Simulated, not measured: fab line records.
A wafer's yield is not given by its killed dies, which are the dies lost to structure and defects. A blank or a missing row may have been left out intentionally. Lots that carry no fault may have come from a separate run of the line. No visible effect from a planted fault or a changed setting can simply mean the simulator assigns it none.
Comparing a struck lot with a sound one ; flow n5_finfet ; 38 steps out of a route of 1938
Sound: the wafers L301.1, L301.5, L301.6. Struck: wafer L299.6 (left out: L299.2, a lot-mate that was not struck); the cause follows at the end.
Each step with rows lists, per side, the tool, then ch with its chambers, then its first start. Under that, the readings that differ: sound wafers ; struck wafers ; difference of the means ; sigmas: that difference in standard deviations of wafers without a fault.
alike: words and numbers the same on both sides, and readings whose means are apart by under 2 such deviations; not compared: readings that were withheld, readings missing a value for some wafer, numbers with overlapping values and no deviation given by the record, and bounds like >300 which may hide the same value.
The two part at a step that has a row with sigmas, a row that says differs or no value, or rows on one side only. When numbers do not overlap yet have no deviation, they are printed without sigmas and do not part them. A reading that every wafer of one side lacks parts them only if that side has two wafers or more.

first, 9 steps without rows for these wafers: N5_BEOL_M4_ANNEAL_95 (time 240 s); N5_BEOL_M4_SPUTTER_96 (material Cu, target thk 4.5 nm, time 8.29 s); N5_BEOL_M4_ECD_50 (material Cu, target thk 300 nm); N5_BEOL_M4_ANNEAL_51 (time 90 s); N5_BEOL_M4_CMP_52 (polishes, stops on SiOC, t overpolish 6.8 s, target thk 40 nm); N5_BEOL_M4_PRE_CLEAN_60 (time 15 s); N5_BEOL_M4_CO_CAP_55 (material Co, precursor CCTBA/H2, target thk 2 nm, time 102.1 s); N5_BEOL_M4_PRE_CLEAN_56 (time 15 s); N5_BEOL_M4_DEP_57 (deposits SiCN from 3MS/NH3, target thk 8 nm, time 14 s).
N5_BEOL_M4_RC_MEAS_101:
  sound on prober-01 ch 0, day 13 14:14; struck on prober-02 ch 0, day 13 09:16
  alike: DIBL_N, DIBL_P, IOFF_N, IOFF_P, ION_N, ION_P, SS_N, SS_P, VT_N, VT_P
then, 24 steps without rows for these wafers: N5_BEOL_M5_ILD_DEP_00 (deposits SiCOH lowk from DEMS/porogen, target thk 140.64 nm, time 25.9 s); N5_BEOL_M5_CURE_79 (cures SiCOH lowk, time 240 s); N5_BEOL_M5_PECVD_70 (deposits SiO2 from TEOS/O2, target thk 16 nm, time 18 s); N5_BEOL_M5_HM_DEP_02 (deposits TiN, target thk 20 nm); N5_BEOL_M5_COAT_59 (time 60 s, resist thk 60 nm); N5_BEOL_M5_COAT_60 (time 60 s, resist thk 12 nm); N5_BEOL_M5_COAT_71 (time 60 s, resist thk 5 nm); N5_BEOL_M5_COAT_05 (resist thk 30 nm); N5_BEOL_M5_EBR_07; N5_BEOL_M5_SOFTBAKE_06 (time 60 s); N5_BEOL_M5_EXPOSE_08 (exposes mask M5, target cd 28 nm); N5_BEOL_M5_PEB_09 (peb time 60 s); N5_BEOL_M5_DEVELOP_10 (develop time 30 s); N5_BEOL_M5_DESCUM_16 (chemistry O2, time 7 s); N5_BEOL_M5_ETCH_72 (etches underlayer in N2/H2, target depth 6.5 nm, time 5.2 s); N5_BEOL_M5_ETCH_61 (etches SiARC in CF4, target depth 15.6 nm, time 26 s); N5_BEOL_M5_ETCH_62 (etches SOC in N2/H2, target depth 75 nm, overetch 15 nm, time 112.5 s); N5_BEOL_M5_STRIP_63 (strips in N2/H2); N5_BEOL_M5_STRIP_73 (strips in N2/H2); N5_BEOL_M5_STRIP_64 (strips in CF4); N5_BEOL_M5_HM_OPEN_17 (chemistry Cl2/BCl3, target TiN, target depth 20 nm, overetch 6 nm); N5_BEOL_M5_STRIP_19 (strips in O2); N5_BEOL_M5_COAT_65 (time 60 s, resist thk 60 nm); N5_BEOL_M5_COAT_66 (time 60 s, resist thk 12 nm).
-- the record jumps here: 2 days lie between the struck wafers' starts before and after (it left off in module BEOL_M5 and takes up again in module BEOL_M10, whose first step shown is number 1530 of the route) --
N5_BEOL_M10_CMP_52: polishes, stops on SiCOH lowk, t overpolish 7 s, target thk 140 nm.
  sound on cmp-04 ch 0,1,2, day 15 14:19; struck on cmp-01 ch 2, day 15 10:19
reading;sound;struck;difference;sigmas
barrier_field_endpoint_s (s);28.9 28.2 29.0;47.1;+18.4;+28
overpolish_run_s (s);7.011 7.009 6.987;0.039;-6.963;-99 or more
slurry_flow_ml_min;150.4 149.6 149.9;149.0;-1.0;-2
time_to_endpoint_s (s);66.2 63.1 64.3;87.3;+22.8;+9
  alike: head_pressure_psi, motor_current_A
N5_BEOL_M10_THK_MEAS_53: measures by xrf.
  sound on film_metro-02, day 15 14:29; struck on film_metro-02, day 15 10:30
reading;sound;struck;difference;sigmas
M10_THK (nm);138.7 136.8 138.0;259.8;+122.0;+58
N5_BEOL_M10_INSPECT_58: inspects for defects (darkfield).
  sound on defect_inspect-02, day 15 14:39; struck on defect_inspect-01, day 15 10:40
reading;sound;struck;difference;sigmas
raw_defect_count;85 51 70;2283;+2214;+99 or more
-- here the record skips 2 days between the struck wafers' starts before and after, leaving off in module BEOL_M10 and picking up in module PASSIVATION (first step shown: number 1936 of the route) --
N5_PASSIVATION_PROBE_49:
  sound on prober-02, day 17 15:30; struck on prober-01, day 17 12:25
reading;sound;struck;difference;sigmas
defect_limited_yield (%);90.9 92.8 90.5;0;-91;-70
killed_at_M4_up;23 22 28;1099;+1075;+99 or more
killed_dies;107 85 112;1180;+1079;+67
killed_on_rim;19 12 12;152;+138;+36
sort_n_pass;1073 1095 1068;0;-1079;-67
sort_yield_pct (%);90.9 92.8 90.5;0;-91;-70
  alike: killed_at_M0_to_M3, killed_at_contacts, killed_at_front_end, killed_at_other, killed_open, killed_short, sort_bin_5_function, sort_bin_6_memory

WHERE THEY PART
First at N5_BEOL_M10_CMP_52; last, within this record, at N5_PASSIVATION_PROBE_49.

WHY: what the simulator had put in
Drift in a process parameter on cmp-01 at N5_BEOL_M10_CMP_52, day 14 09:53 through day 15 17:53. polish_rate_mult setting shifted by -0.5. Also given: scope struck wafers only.
